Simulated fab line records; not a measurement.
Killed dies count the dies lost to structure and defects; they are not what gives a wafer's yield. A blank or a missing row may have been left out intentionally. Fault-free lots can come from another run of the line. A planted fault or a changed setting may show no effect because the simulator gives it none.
Chamber matching -- flow nandHarc -- 4 sister chambers for NHARC_A_WL_FILL_STRIP_29 on rieDiel-01
The step strips in O2, time 20 s. 4 wafers are shown with their chamber, then 9 later ones without.

WAFERS WITH THEIR CHAMBER
wafer,chamber,drypumpMotorCurrentA (A)
L090.2,1,5.61
L090.3,2,6.11
L091.2,3,5.46
L091.6,0,6.04

WAFERS MISSING THEIR CHAMBER
wafer,drypumpMotorCurrentA (A)
L093.1,6.08
L093.2,6.01
L093.4,5.61
L097.1,5.45
L097.2,6.09
L097.3,6.04
L097.4,5.59
L097.5,5.58
L097.6,6.09

WHICH CHAMBER EACH WENT THROUGH
wafer,from the rows above,in truth
L093.1,can't be placed: 2 or 0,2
L093.2,0,0
L093.4,1,1
L097.1,3,3
L097.2,can't be placed: 2 or 0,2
L097.3,0,0
L097.4,1,1
L097.5,1,1
L097.6,can't be placed: 2 or 0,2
Correctly placed: 6 of 9. Not placeable from these rows: 3 (in 3, the candidates include the true chamber). Wrongly placed: 0.
How it was worked out, from the rows above alone: a wafer's distance from a chamber is the root of the sum, over the readings, of the square of ((its reading less the chamber's mean) divided by the reading's scatter). The wafer belongs to the nearest chamber; if the next one is less than 2 further off, it can't be placed. Each chamber's mean is taken over the wafers shown for it. The scatter (one wafer shown for each chamber): square how far every hidden wafer sits from the nearest shown wafer, average those squares and take the square root.
